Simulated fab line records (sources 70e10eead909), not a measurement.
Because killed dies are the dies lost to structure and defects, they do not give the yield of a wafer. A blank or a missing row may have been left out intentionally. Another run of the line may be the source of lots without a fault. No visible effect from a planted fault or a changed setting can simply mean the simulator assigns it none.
Chamber matching -- flow nand harc -- pecvd-02 running NHARC_A_STAIRCASE_DEP_417: 3 sister chambers
The step deposits Si3N4, target thk 60 nm. 3 wafers are shown with their chamber, then 10 later ones without.

== WAFERS WITH THEIR CHAMBER ==
wafer,chamber,heater power w (W)
L084.4,1,702
L088.3,2,890
L088.4,0,862

== WAFERS WITHOUT THEIR CHAMBER ==
wafer,heater power w (W)
L088.5,639
L089.1,697
L089.4,817
L089.5,787
L096.1,857
L096.3,759
L096.4,740
L097.1,786
L097.3,889
L097.6,784

== WHICH CHAMBER EACH ONE RAN IN ==
wafer,from the rows above,in truth
L088.5,1,1
L089.1,1,1
L089.4,can't be placed: 0 or 2 or 1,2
L089.5,can't be placed: 0 or 1 or 2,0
L096.1,can't be placed: 0 or 2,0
L096.3,can't be placed: 1 or 0 or 2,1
L096.4,can't be placed: 1 or 0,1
L097.1,can't be placed: 0 or 1 or 2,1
L097.3,can't be placed: 2 or 0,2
L097.6,can't be placed: 0 or 1 or 2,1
2 of 10 placed correctly. These rows do not allow placing 8 (true chamber among the candidates in 8). Placed wrongly: 0.
How it was worked out, from the rows above alone: a wafer's distance from a chamber is the root of the sum, over the readings, of the square of ((its reading less the chamber's mean) divided by the reading's scatter). The wafer belongs to the nearest chamber; if the next one is less than 2 further off, it can't be placed. Each chamber's mean is taken over the wafers shown for it. The scatter: with one shown wafer a chamber, the root of the mean of the squares of how far each hidden wafer lies from its nearest shown one.
